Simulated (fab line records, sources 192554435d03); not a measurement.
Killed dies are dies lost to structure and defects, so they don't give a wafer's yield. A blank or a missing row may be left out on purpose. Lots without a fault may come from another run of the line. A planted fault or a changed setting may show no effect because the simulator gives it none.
Chamber matching | flow n5_finfet | N5_BEOL_M9_CURE_72 on uv_cure-01: 3 sister chambers
The step cures SiCOH lowk, time 120 s. 3 wafers are shown with their chamber, then 7 later ones without.

WAFERS WITH THEIR CHAMBER
wafer  | chamber | wafer_temp_C_max
L084.4 | 1       | 371.7
L090.6 | 0       | 371.5
L092.2 | 2       | 372.2

WAFERS WITHOUT THEIR CHAMBER
wafer  | wafer_temp_C_max
L092.3 | 372.3
L096.2 | 371.9
L096.3 | 372.9
L096.6 | 372.8
L097.1 | 371.1
L097.3 | 371.7
L097.6 | 372.0

WHICH CHAMBER EACH WENT THROUGH
wafer  | from the rows above          | in truth
L092.3 | can't be placed: 2 or 1 or 0 | 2
L096.2 | can't be placed: 1 or 2 or 0 | 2
L096.3 | can't be placed: 2 or 1 or 0 | 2
L096.6 | can't be placed: 2 or 1 or 0 | 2
L097.1 | can't be placed: 0 or 1 or 2 | 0
L097.3 | can't be placed: 1 or 0 or 2 | 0
L097.6 | can't be placed: 2 or 1 or 0 | 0
Placed correctly: 0 of 7. Can't be placed from these rows: 7 (the true chamber is among the candidates in 7). Placed wrongly: 0.
How it was worked out, from the rows above alone: a wafer's distance from a chamber is the root of the sum, over the readings, of the square of ((its reading less the chamber's mean) divided by the reading's scatter). The wafer belongs to the nearest chamber; if the next one is less than 2 further off, it can't be placed. A chamber's mean is the mean of its shown wafers. The scatter: with one shown wafer a chamber, the root of the mean of the squares of how far each hidden wafer lies from its nearest shown one.
